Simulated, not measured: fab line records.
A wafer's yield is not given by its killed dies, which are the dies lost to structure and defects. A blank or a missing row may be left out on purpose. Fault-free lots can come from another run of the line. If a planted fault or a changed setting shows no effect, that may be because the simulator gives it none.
Matching of chambers + flow nandHarc + 4 sister chambers for NHARC_A_CONTACT_ETCH_102 on rieDiel-13
The step etches the open film in CF4/O2, target depth 100 nm, overetch 10 nm, time 55 s. 8 wafers are shown with their chamber, then 7 later ones without.

## EACH WAFER AND ITS CHAMBER
| wafer  | chamber | showerheadPlenumPTorr (Torr) | drypumpMotorCurrentA (A) |
|--------|---------|------------------------------|--------------------------|
| L559.4 | 1       | 1.38                         | 5.6                      |
| L561.2 | 3       | 1.30                         | 5.6                      |
| L561.5 | 0       | 1.34                         | 5.2                      |
| L570.1 | 2       | 1.25                         | 4.9                      |
| L570.3 | 3       | 1.30                         | 5.5                      |
| L570.6 | 2       | 1.25                         | 4.9                      |
| L572.2 | 1       | 1.37                         | 5.7                      |
| L572.3 | 0       | 1.33                         | 5.1                      |

## WAFERS WITHOUT THEIR CHAMBER
| wafer  | showerheadPlenumPTorr (Torr) | drypumpMotorCurrentA (A) |
|--------|------------------------------|--------------------------|
| L572.4 | 1.29                         | 5.6                      |
| L576.1 | 1.25                         | 4.9                      |
| L576.3 | 1.29                         | 5.6                      |
| L576.5 | 1.33                         | 5.2                      |
| L577.1 | 1.33                         | 5.1                      |
| L577.3 | 1.37                         | 5.7                      |
| L577.6 | 1.37                         | 5.7                      |

## WHICH CHAMBER EACH WENT THROUGH
| wafer  | from the rows above | in truth |
|--------|---------------------|----------|
| L572.4 | 3                   | 3        |
| L576.1 | 2                   | 2        |
| L576.3 | 3                   | 3        |
| L576.5 | 0                   | 0        |
| L577.1 | 0                   | 0        |
| L577.3 | 1                   | 1        |
| L577.6 | 1                   | 1        |
Correct placement for 7 of the 7. From these rows, 0 cannot be placed. Placed wrongly: 0.
How it was worked out, from the rows above alone: a wafer's distance from a chamber is the root of the sum, over the readings, of the square of ((its reading less the chamber's mean) divided by the reading's scatter). If the next closest chamber is less than 2 further off than the closest, the wafer can't be placed; otherwise it belongs to the closest. Each chamber's mean is taken over the wafers shown for it. The scatter: the root of (the sum of the squares of (reading less its chamber's mean) over the shown wafers, divided by (wafers less chambers)).
